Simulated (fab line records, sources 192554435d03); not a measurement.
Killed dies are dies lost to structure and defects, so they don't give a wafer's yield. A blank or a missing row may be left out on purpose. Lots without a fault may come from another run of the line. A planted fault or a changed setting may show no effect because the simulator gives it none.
fab line records | flow n5_finfet
record lots=24 wafers=72 last_day=19
route steps=1938 shown BEOL_M11@1577 BEOL_M12@1633 BEOL_M13@1669
lots that met no fault: from a run of the same line without faults
start_h: hours from the record's first day to the start of the lot's first wafer shown | wait_h: hours since the lot's step before | " the same as in the row above | L1.1+2: a row that stands for several wafers | - no value, or no start given | * or withheld: withheld | < > ~ a bound
route shown NAME@n: a module of which the file shows steps, and the number in the route of the first | usual: mean/standard deviation of fault-free wafers | same: alike in all rows | chamber/n: place in a boat | sites: the reading at each site | _std_site: their standard deviation | _edge_site: outer sites' mean less inner sites' | radius_mm: how far each site lies from the wafer's centre | mask NAME#n: copy n | behind: the tool/chamber that last shaped the wafer | hold: why the lot was held/for how many hours/how that ended | device: the transistor (n, p or np) that didn't switch | end of line: the same wafers' tests at the end of the route | a step without rows: its recipe alone | killed: dies lost to structure and defects at the first sort, not the wafer's yield | map: a wafer's dies, x killed, . not, _ none there
set.NAME: the setting as run; set.NAME@STEP: as run at that earlier step | model.NAME: the simulator's own value behind a step, which no gauge read
steps of the route over a sample of lots; a table a step, a row a wafer
services: from which hour (start_h, from the record's first day; less than 0 if before it) a tool's chamber was out of use, for how many hours, and why
## steps
# step N5_BEOL_M11_STRIP_36
# recipe chemistry=N2/H2 power_w=450 temp_c=40 pressure_mtorr=20 rf_frequency_hz=6e+07 overash_fraction=0.3 bias_power_w=7 h2_frac=0.5 n2_flow_sccm=200 h2_flow_sccm=200
# usual drypump_motor_current_A=5.5/0.33 oes_product_au=0.80/0.09 rf_vpp_V=59.0/2 showerhead_plenum_p_Torr=2.54/0.095 throttle_valve_pct=23.62/0.24
# columns lot.wafer tool chamber start_h wait_h drypump_motor_current_A oes_product_au rf_hours_counter_h rf_vpp_V showerhead_plenum_p_Torr throttle_valve_pct
L074.1 rie_diel-06 3 240.60 0.0 5.1 0.71 231 59.9 2.40 23.82
L074.2 " 1 " " 6.0 0.87 48 61.2 2.58 23.59
L074.3 " 2 " " 5.9 0.78 120 58.5 2.67 23.80
L075.1 rie_diel-01 3 251.52 0.0 5.7 0.74 150 56.4 2.45 23.63
L075.4 " 0 " " 5.1 0.81 90 59.8 2.56 23.76
L075.5 " 3 " " 5.7 0.74 - 58.6 2.45 23.66
L076.1 rie_diel-03 2 257.90 0.0 5.3 0.72 190 60.0 2.52 24.21
L076.5 " 0 " " 5.6 0.70 - 54.9 2.50 23.18
L076.6 " 1 " " 5.2 0.75 - 58.2 2.32 23.19
L079.3 rie_diel-01 2 265.70 0.0 5.7 0.71 239 56.8 2.51 23.91
L079.4 " 3 " " 5.7 0.76 154 58.3 2.44 23.62
L079.6 " 2 " " 5.7 0.71 - 58.3 2.51 23.91
L077.2 rie_diel-06 3 274.25 0.0 5.1 0.70 240 60.1 2.40 23.82
L077.3 " 0 " " 5.5 0.84 81 61.7 2.57 23.29
L077.6 " 3 " " 5.1 0.70 - 58.5 2.40 23.84
L078.2 rie_diel-03 2 286.82 0.0 5.3 0.71 199 58.8 2.52 24.19
L078.5 " 1 " " 5.2 0.75 - 61.6 2.32 23.23
L078.6 " 2 " " 5.3 0.72 - 60.8 2.52 24.19
L080.1 rie_diel-06 2 295.94 0.0 5.9 0.76 132 62.8 2.66 23.77
L080.2 " 3 " " 5.1 0.70 245 57.6 2.40 23.81
L080.6 " 3 " " 5.1 0.71 - 58.8 2.40 23.85
L082.1 rie_diel-06 2 299.91 0.0 5.9 0.77 133 60.3 2.66 23.76
L082.2 " 0 " " 5.5 0.83 86 56.3 2.56 23.29
L082.6 " 2 " " 6.0 0.78 - 60.9 2.66 23.76
L081.1 rie_diel-06 2 307.29 0.0 6.0 0.76 136 60.6 2.66 23.78
L081.3 " 0 " " 5.4 0.82 89 56.2 2.56 23.31
L081.6 " 2 " " 6.0 0.77 - 60.3 2.66 23.79
L084.1 rie_diel-01 0 313.00 0.0 5.1 0.78 104 60.4 2.56 23.74
L084.2 " 3 " " 5.7 0.73 169 59.8 2.44 23.62
L084.5 " 3 " " 5.7 0.72 - 61.9 2.44 23.64
L086.1 rie_diel-03 0 318.22 0.0 5.6 0.70 244 63.1 2.49 23.21
L086.4 " 2 " " 5.3 0.72 209 58.9 2.51 24.21
L086.5 " 3 " " 5.7 0.93 - 58.4 2.50 23.75
L085.1 rie_diel-01 0 331.26 0.0 5.1 0.78 112 61.6 2.55 23.75
L085.2 " 2 " " 5.7 0.99 0 57.1 2.50 23.57
L085.6 " 0 " " 5.1 0.78 - 54.2 2.55 23.74
L083.1 rie_diel-01 2 334.32 0.0 5.7 0.99 1 59.9 2.50 23.58
L083.3 " 0 " " 5.1 0.78 113 58.6 2.55 23.72
L083.5 " 0 " " 5.1 0.79 - 57.3 2.55 23.76
L088.1 rie_diel-06 1 338.46 0.0 6.0 0.84 77 57.5 2.57 23.61
L088.2 " 0 " " 5.5 0.80 100 59.7 2.56 23.29
L088.5 " 1 " " 6.0 0.83 - 56.3 2.57 23.61
L087.1 rie_diel-06 1 343.13 0.0 6.0 0.84 79 60.0 2.57 23.63
L087.5 " 0 " " 5.4 0.83 - 58.7 2.56 23.32
L087.6 " 3 " " 5.1 0.98 - 58.7 2.71 23.48
L089.1 rie_diel-01 3 343.38 0.0 5.7 0.71 182 58.4 2.43 23.69
L089.2 " 0 " " 5.0 0.79 117 57.7 2.55 23.73
L089.5 " 3 " " 5.7 0.74 - 59.6 2.43 23.68
L090.1 rie_diel-06 1 345.24 0.0 6.0 0.86 80 56.6 2.57 23.62
L090.4 " 0 " " 5.5 0.82 104 58.2 2.56 23.31
L090.5 " 3 " " 5.1 0.99 - 61.4 2.71 23.53
L091.3 rie_diel-06 0 365.55 0.0 5.5 0.81 108 59.7 2.55 23.32
L091.4 " 1 " " 6.0 0.82 85 58.0 2.56 23.68
L091.5 " 2 " " 5.9 0.75 - 57.8 2.65 23.78
L093.3 rie_diel-06 1 372.62 0.0 6.0 0.81 88 56.3 2.56 23.64
L093.5 " 2 " " 5.9 0.73 - 59.6 2.65 23.79
L093.6 " 3 " " 5.1 0.93 - 58.6 2.71 23.49
L094.1 rie_diel-01 0 372.93 0.0 5.1 0.77 124 58.8 2.55 23.78
L094.2 " 3 " " 5.7 0.72 192 56.1 2.43 23.72
L094.4 " 1 " " 5.6 0.95 9 59.2 2.60 23.43
L092.1 rie_diel-06 3 373.08 0.0 5.1 0.94 9 57.8 2.71 23.53
L092.3 " 2 " " 5.9 0.74 158 56.0 2.65 23.81
L092.5 " 3 " " 5.1 0.95 - 62.1 2.71 23.53
L095.2 rie_diel-06 0 376.83 0.0 5.5 0.80 112 61.7 2.55 23.31
L095.5 " 1 " " 6.0 0.82 - 61.0 2.56 23.65
L095.6 " 0 " " 5.5 0.79 - 55.1 2.55 23.29
L096.1 rie_diel-01 1 395.45 0.0 5.6 0.94 14 53.9 2.60 23.46
L096.2 " 3 " " 5.7 0.70 198 60.3 2.43 23.70
L096.3 " 0 " " 5.1 0.77 130 60.6 2.54 23.80
L097.2 rie_diel-03 2 404.67 0.0 5.3 0.68 239 58.2 2.50 24.24
L097.4 " 3 " " 5.7 0.87 39 58.1 2.48 23.70
L097.6 " 2 " " 5.3 0.68 - 60.6 2.50 24.25
# step N5_BEOL_M12_OVL_MEAS_29
# recipe points_per_wafer=44
# usual M12_OVL=2/5.6
# columns lot.wafer tool chamber start_h wait_h M12_OVL[nm]
L074.1 overlay-01 0 245.08 0.0 6
L074.2 " 0 " " 8
L074.3 " 0 " " 4
L075.1 overlay-01 0 255.55 0.0 2
L075.4 " 0 " " -3
L075.5 " 0 " " 7
L076.1 overlay-01 0 264.45 0.0 2
L076.5 " 0 " " -1
L076.6 " 0 " " 5
L079.3 overlay-02 0 270.14 0.0 8
L079.4 " 0 " " 10
L079.6 " 0 " " 16
L077.2 overlay-01 0 279.71 0.0 1
L077.3 " 0 " " 4
L077.6 " 0 " " -3
L078.2 overlay-02 0 290.91 0.0 1
L078.5 " 0 " " -2
L078.6 " 0 " " 2
L080.1 overlay-02 0 300.26 0.0 5
L080.2 " 0 " " 8
L080.6 " 0 " " 6
L082.1 overlay-02 0 304.46 0.0 5
L082.2 " 0 " " 8
L082.6 " 0 " " 7
L081.1 overlay-02 0 311.82 0.0 -2
L081.3 " 0 " " -5
L081.6 " 0 " " -8
L084.1 overlay-01 0 318.29 0.0 7
L084.2 " 0 " " 10
L084.5 " 0 " " 8
L086.1 overlay-02 0 323.48 0.0 -4
L086.4 " 0 " " -2
L086.5 " 0 " " -2
L085.1 overlay-02 0 336.33 0.0 0
L085.2 " 0 " " -2
L085.6 " 0 " " -2
L083.1 overlay-02 0 338.92 0.0 -7
L083.3 " 0 " " -8
L083.5 " 0 " " -2
L088.1 overlay-02 0 344.16 0.0 -2
L088.2 " 0 " " -2
L088.5 " 0 " " 12
L087.1 overlay-02 0 347.39 0.0 -6
L087.5 " 0 " " -5
L087.6 " 0 " " 6
L089.1 overlay-01 0 348.43 0.0 -6
L089.2 " 0 " " 5
L089.5 " 0 " " -6
L090.1 overlay-02 0 353.60 0.0 10
L090.4 " 0 " " 0
L090.5 " 0 " " 5
L091.3 overlay-02 0 371.23 0.0 3
L091.4 " 0 " " 4
L091.5 " 0 " " 5
L093.3 overlay-02 0 376.88 0.0 -7
L093.5 " 0 " " -2
L093.6 " 0 " " -7
L094.1 overlay-02 0 378.62 0.0 3
L094.2 " 0 " " 7
L094.4 " 0 " " 2
L092.1 overlay-01 0 378.76 0.0 6
L092.3 " 0 " " 10
L092.5 " 0 " " 8
L095.2 overlay-02 0 382.04 0.0 7
L095.5 " 0 " " 7
L095.6 " 0 " " 11
L096.1 overlay-02 0 400.46 0.0 3
L096.2 " 0 " " 2
L096.3 " 0 " " 4
L097.2 overlay-02 0 411.06 0.0 1
L097.4 " 0 " " 1
L097.6 " 0 " " -1
# step N5_BEOL_M12_DEGAS_41
# recipe ambient=vacuum temp_c=250 time_s=60
# usual heater_power_w=331/34
# columns lot.wafer tool chamber start_h wait_h heater_power_w
L074.1 pvd_sputter-02 - 252.39 0.0 353
L074.2 " - " " 401
L074.3 " - " " 315
L075.1 pvd_sputter-01 - 258.33 0.1 288
L075.4 " - " " 323
L075.5 " - " " 323
L076.1 pvd_sputter-02 - 266.63 0.3 385
L076.5 " - " " 303
L076.6 " - " " 393
L079.3 pvd_sputter-03 - 271.42 0.2 299
L079.4 " - " " 320
L079.6 " - " " 299
L077.2 pvd_sputter-02 - 287.47 0.1 303
L077.3 " - " " 405
L077.6 " - " " 398
L078.2 pvd_sputter-02 - 293.11 0.2 363
L078.5 " - " " 402
L078.6 " - " " 296
L080.1 pvd_sputter-02 - 302.08 0.3 324
L080.2 " - " " 299
L080.6 " - " " 354
L082.1 pvd_sputter-03 - 307.35 2.0 351
L082.2 " - " " 303
L082.6 " - " " 325
L081.1 pvd_sputter-01 - 314.72 0.3 292
L081.3 " - " " 319
L081.6 " - " " 319
L084.1 pvd_sputter-01 - 320.32 0.3 363
L084.2 " - " " 310
L084.5 " - " " 312
L086.1 pvd_sputter-02 - 325.76 1.3 284
L086.4 " - " " 315
L086.5 " - " " 364
L085.1 pvd_sputter-02 - 340.02 0.3 362
L085.2 " - " " 400
L085.6 " - " " 297
L083.1 pvd_sputter-03 - 340.31 0.4 327
L083.3 " - " " 300
L083.5 " - " " 305
L088.1 pvd_sputter-02 - 345.39 0.0 385
L088.2 " - " " 323
L088.5 " - " " 319
L087.1 pvd_sputter-01 - 354.81 0.3 318
L087.5 " - " " 356
L087.6 " - " " 312
L089.1 pvd_sputter-02 - 354.92 0.2 322
L089.2 " - " " 294
L089.5 " - " " 359
L090.1 pvd_sputter-03 - 354.97 0.2 351
L090.4 " - " " 319
L090.5 " - " " 331
L091.3 pvd_sputter-03 - 373.65 0.3 290
L091.4 " - " " 345
L091.5 " - " " 297
L093.3 pvd_sputter-01 - 383.11 3.2 317
L093.5 " - " " 370
L093.6 " - " " 325
L094.1 pvd_sputter-02 - 383.72 0.3 395
L094.2 " - " " 295
L094.4 " - " " 366
L092.1 pvd_sputter-03 - 385.27 0.8 328
L092.3 " - " " 354
L092.5 " - " " 325
L095.2 pvd_sputter-03 - 386.61 0.2 304
L095.5 " - " " 300
L095.6 " - " " 326
L096.1 pvd_sputter-02 - 403.18 0.7 395
L096.2 " - " " 316
L096.3 " - " " 298
L097.2 pvd_sputter-02 - 415.57 0.6 314
L097.4 " - " " 371
L097.6 " - " " 387
# step N5_BEOL_M13_CD_MEAS_10
# recipe target_cd_nm=190 landing_energy_ev=500 detector=se_inlens polarity=opening
# usual cd_nm=190.7/0.82
# columns lot.wafer tool chamber start_h wait_h cd_nm
L074.1 cd_sem-01 0 254.25 - 191.4
L074.2 " 0 " " 190.6
L074.3 " 0 " " 190.2
L075.1 cd_sem-01 0 260.19 - 190.6
L075.4 " 0 " " 190.4
L075.5 " 0 " " 190.4
L076.1 cd_sem-03 0 268.37 - 191.5
L076.5 " 0 " " 190.2
L076.6 " 0 " " 192.2
L079.3 cd_sem-02 0 273.16 - 191.5
L079.4 " 0 " " 190.9
L079.6 " 0 " " 190.5
L077.2 cd_sem-01 0 289.21 - 191.3
L077.3 " 0 " " 191.2
L077.6 " 0 " " 192.4
L078.2 cd_sem-02 0 294.89 - 192.3
L078.5 " 0 " " 191.5
L078.6 " 0 " " 191.6
L080.1 cd_sem-03 0 304.59 - 189.9
L080.2 " 0 " " 189.9
L080.6 " 0 " " 191.2
L082.1 cd_sem-01 0 309.21 - 190.8
L082.2 " 0 " " 191.8
L082.6 " 0 " " 192.0
L081.1 cd_sem-03 0 317.31 - 190.5
L081.3 " 0 " " 190.7
L081.6 " 0 " " 190.5
L084.1 cd_sem-02 0 322.74 - 190.2
L084.2 " 0 " " 190.4
L084.5 " 0 " " 190.5
L086.1 cd_sem-03 0 327.63 - 188.6
L086.4 " 0 " " 189.2
L086.5 " 0 " " 189.2
L085.1 cd_sem-02 0 342.94 - 189.7
L085.2 " 0 " " 189.7
L085.6 " 0 " " 190.2
L083.1 cd_sem-02 0 343.52 - 190.3
L083.3 " 0 " " 190.4
L083.5 " 0 " " 190.2
L088.1 cd_sem-03 0 347.92 - 190.6
L088.2 " 0 " " 190.6
L088.5 " 0 " " 191.2
L089.1 cd_sem-03 0 356.65 - 190.8
L089.2 " 0 " " 190.6
L089.5 " 0 " " 191.0
L087.1 cd_sem-01 0 356.94 - 190.5
L087.5 " 0 " " 191.3
L087.6 " 0 " " 190.9
L090.1 cd_sem-03 0 357.10 - 191.6
L090.4 " 0 " " 191.4
L090.5 " 0 " " 190.8
L091.3 cd_sem-02 0 375.52 - 190.2
L091.4 " 0 " " 191.7
L091.5 " 0 " " 191.3
L093.3 cd_sem-01 0 384.94 - 191.5
L093.5 " 0 " " 192.1
L093.6 " 0 " " 190.9
L094.1 cd_sem-01 0 385.72 - 191.5
L094.2 " 0 " " 191.3
L094.4 " 0 " " 191.7
L092.1 cd_sem-01 0 387.04 - 190.5
L092.3 " 0 " " 191.8
L092.5 " 0 " " 190.9
L095.2 cd_sem-03 0 389.41 - 190.8
L095.5 " 0 " " 190.4
L095.6 " 0 " " 190.6
L096.1 cd_sem-02 0 405.04 - 190.9
L096.2 " 0 " " 189.6
L096.3 " 0 " " 189.7
L097.2 cd_sem-03 0 417.43 - 191.0
L097.4 " 0 " " 190.2
L097.6 " 0 " " 189.4
# step N5_BEOL_M13_OVL_MEAS_29
# recipe points_per_wafer=44
# usual M13_OVL=4/5.1
# columns lot.wafer tool chamber start_h wait_h M13_OVL[nm]
L074.1 overlay-01 0 255.36 0.0 1
L074.2 " 0 " " -7
L074.3 " 0 " " 4
L075.1 overlay-02 0 261.32 0.1 10
L075.4 " 0 " " 10
L075.5 " 0 " " 6
L076.1 overlay-02 0 269.47 0.0 7
L076.5 " 0 " " 2
L076.6 " 0 " " 5
L079.3 overlay-01 0 274.25 0.0 4
L079.4 " 0 " " 11
L079.6 " 0 " " 13
L077.2 overlay-01 0 290.19 0.0 8
L077.3 " 0 " " 2
L077.6 " 0 " " 11
L078.2 overlay-02 0 295.99 0.0 0
L078.5 " 0 " " 2
L078.6 " 0 " " 2
L080.1 overlay-02 0 305.70 0.0 -2
L080.2 " 0 " " 8
L080.6 " 0 " " 14
L082.1 overlay-02 0 310.19 0.0 10
L082.2 " 0 " " -2
L082.6 " 0 " " 5
L081.1 overlay-02 0 318.66 0.0 -4
L081.3 " 0 " " 3
L081.6 " 0 " " 5
L084.1 overlay-01 0 323.84 0.0 21
L084.2 " 0 " " 14
L084.5 " 0 " " 13
L086.1 overlay-01 0 328.62 0.0 0
L086.4 " 0 " " 4
L086.5 " 0 " " -5
L085.1 overlay-02 0 343.92 0.0 10
L085.2 " 0 " " 11
L085.6 " 0 " " 11
L083.1 overlay-02 0 344.54 0.0 4
L083.3 " 0 " " 2
L083.5 " 0 " " 9
L088.1 overlay-01 0 349.02 0.0 -3
L088.2 " 0 " " -4
L088.5 " 0 " " 0
L089.1 overlay-02 0 357.75 0.0 7
L089.2 " 0 " " 6
L089.5 " 0 " " 7
L087.1 overlay-02 0 357.92 0.0 4
L087.5 " 0 " " 5
L087.6 " 0 " " 8
L090.1 overlay-02 0 358.08 0.0 1
L090.4 " 0 " " 6
L090.5 " 0 " " 6
L091.3 overlay-02 0 376.50 0.0 6
L091.4 " 0 " " -4
L091.5 " 0 " " 6
L093.3 overlay-01 0 386.04 0.0 6
L093.5 " 0 " " 6
L093.6 " 0 " " 4
L094.1 overlay-02 0 386.70 0.0 9
L094.2 " 0 " " 5
L094.4 " 0 " " 1
L092.1 overlay-02 0 388.19 0.0 -4
L092.3 " 0 " " 4
L092.5 " 0 " " 4
L095.2 overlay-02 0 390.62 0.0 7
L095.5 " 0 " " 8
L095.6 " 0 " " 7
L096.1 overlay-01 0 406.14 0.0 -1
L096.2 " 0 " " 3
L096.3 " 0 " " 7
L097.2 overlay-01 0 418.57 0.0 4
L097.4 " 0 " " 0
L097.6 " 0 " " 11
# step N5_BEOL_M13_PRE_CLEAN_42
# recipe gas=H2/He time_s=30 temp_c=250
# usual heater_power_w=329/32
# columns lot.wafer tool chamber start_h wait_h heater_power_w
L074.1 pvd_sputter-03 - 258.31 0.0 329
L074.2 " - " " 300
L074.3 " - " " 353
L075.1 pvd_sputter-01 - 262.86 0.0 355
L075.4 " - " " 321
L075.5 " - " " 322
L076.1 pvd_sputter-02 - 271.41 0.0 371
L076.5 " - " " 392
L076.6 " - " " 294
L079.3 pvd_sputter-01 - 276.24 0.0 317
L079.4 " - " " 362
L079.6 " - " " 325
L077.2 pvd_sputter-01 - 293.56 0.0 317
L077.3 " - " " 321
L077.6 " - " " 320
L078.2 pvd_sputter-02 - 297.08 0.0 313
L078.5 " - " " 320
L078.6 " - " " 297
L080.1 pvd_sputter-01 - 308.43 0.0 288
L080.2 " - " " 327
L080.6 " - " " 312
L082.1 pvd_sputter-01 - 315.08 0.0 316
L082.2 " - " " 313
L082.6 " - " " 319
L081.1 pvd_sputter-03 - 320.82 0.0 336
L081.3 " - " " 345
L081.6 " - " " 296
L084.1 pvd_sputter-01 - 326.09 0.0 365
L084.2 " - " " 312
L084.5 " - " " 289
L086.1 pvd_sputter-02 - 330.35 0.0 408
L086.4 " - " " 372
L086.5 " - " " 324
L085.1 pvd_sputter-01 - 345.28 0.0 370
L085.2 " - " " 327
L085.6 " - " " 324
L083.1 pvd_sputter-02 - 345.87 0.0 320
L083.3 " - " " 402
L083.5 " - " " 359
L088.1 pvd_sputter-02 - 351.84 0.0 315
L088.2 " - " " 305
L088.5 " - " " 387
L089.1 pvd_sputter-03 - 359.81 0.0 323
L089.2 " - " " 345
L089.5 " - " " 346
L087.1 pvd_sputter-02 - 359.90 0.0 372
L087.5 " - " " 324
L087.6 " - " " 368
L090.1 pvd_sputter-03 - 360.17 0.0 298
L090.4 " - " " 346
L090.5 " - " " 343
L091.3 pvd_sputter-03 - 378.51 0.0 303
L091.4 " - " " 347
L091.5 " - " " 328
L093.3 pvd_sputter-01 - 389.20 0.0 363
L093.5 " - " " 327
L093.6 " - " " 358
L094.1 pvd_sputter-01 - 390.16 0.0 312
L094.2 " - " " 285
L094.4 " - " " 354
L092.1 pvd_sputter-01 - 390.94 0.0 317
L092.3 " - " " 312
L092.5 " - " " 317
L095.2 pvd_sputter-02 - 393.04 0.0 361
L095.5 " - " " 356
L095.6 " - " " 318
L096.1 pvd_sputter-03 - 409.83 0.0 352
L096.2 " - " " 308
L096.3 " - " " 329
L097.2 pvd_sputter-02 - 421.47 0.0 297
L097.4 " - " " 394
L097.6 " - " " 323
## services
# columns tool chamber start_h hours kind
rie_diel-03 2 241.27 5.7 repair
rie_diel-03 3 244.60 9.1 repair
rie_diel-06 2 269.26 3.9 repair
rie_diel-01 0 275.92 17.7 repair
rie_diel-01 2 304.47 - clean
rie_diel-01 2 304.47 - consumable_replace:focus_ring
rie_diel-01 2 304.47 25.8 scheduled_down
rie_diel-01 2 304.47 25.8 vent_cycle
rie_diel-06 3 313.37 - clean
rie_diel-06 3 313.37 - consumable_replace:esc
rie_diel-06 3 313.37 - consumable_replace:focus_ring
rie_diel-06 3 313.37 - consumable_replace:showerhead
rie_diel-06 3 313.37 27.8 scheduled_down
rie_diel-06 3 313.37 27.8 vent_cycle
rie_diel-01 1 330.27 - clean
rie_diel-01 1 330.27 - consumable_replace:focus_ring
rie_diel-03 - 339.99 0.7 repair
rie_diel-06 0 356.11 2.4 repair
rie_diel-01 0 358.70 5.0 repair
rie_diel-03 0 364.52 16.1 repair
rie_diel-01 0 367.00 3.0 repair
rie_diel-06 2 374.77 20.6 repair
rie_diel-06 3 411.55 5.7 repair
pvd_sputter-01 - 415.17 1.8 repair
## key
fault none
